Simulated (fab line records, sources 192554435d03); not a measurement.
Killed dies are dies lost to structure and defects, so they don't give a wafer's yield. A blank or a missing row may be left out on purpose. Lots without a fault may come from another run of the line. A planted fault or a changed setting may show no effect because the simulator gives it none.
Chamber matching | flow n5_finfet | N5_BEOL_M0_SAQP_ILD_DEP_01 on pecvd-03: 3 sister chambers
The step deposits SiOC from DEMS/O2, target thk 45.419 nm, time 8.7 s. 6 wafers are shown with their chamber, then 12 later ones without.

WAFERS WITH THEIR CHAMBER
wafer  | chamber | throttle_valve_pct (%) | heater_power_w (W)
L087.3 | 2       | 11.2                   | 445
L087.4 | 1       | 13.1                   | 419
L087.5 | 0       | 13.3                   | 514
L092.2 | 1       | 13.3                   | 449
L092.3 | 0       | 13.4                   | 500
L092.5 | 2       | 11.1                   | 414

WAFERS WITHOUT THEIR CHAMBER
wafer  | throttle_valve_pct (%) | heater_power_w (W)
L094.3 | 11.0                   | 446
L094.4 | 13.6                   | 529
L094.5 | 11.1                   | 444
L095.1 | 13.0                   | 449
L095.3 | 10.9                   | 445
L095.4 | 11.3                   | 445
L097.1 | 13.7                   | 576
L097.2 | 11.4                   | 376
L097.3 | 13.1                   | 447
L097.4 | 11.1                   | 381
L097.5 | 13.5                   | 552
L097.6 | 13.1                   | 452

WHICH CHAMBER EACH WENT THROUGH
wafer  | from the rows above | in truth
L094.3 | 2                   | 2
L094.4 | 0                   | 0
L094.5 | 2                   | 2
L095.1 | 1                   | 1
L095.3 | 2                   | 2
L095.4 | 2                   | 2
L097.1 | 0                   | 0
L097.2 | 2                   | 2
L097.3 | 1                   | 1
L097.4 | 2                   | 2
L097.5 | 0                   | 0
L097.6 | 1                   | 1
Placed correctly: 12 of 12. Can't be placed from these rows: 0. Placed wrongly: 0.
How it was worked out, from the rows above alone: a wafer's distance from a chamber is the root of the sum, over the readings, of the square of ((its reading less the chamber's mean) divided by the reading's scatter). The wafer belongs to the nearest chamber; if the next one is less than 2 further off, it can't be placed. A chamber's mean is the mean of its shown wafers. The scatter: the root of (the sum of the squares of (reading less its chamber's mean) over the shown wafers, divided by (wafers less chambers)).
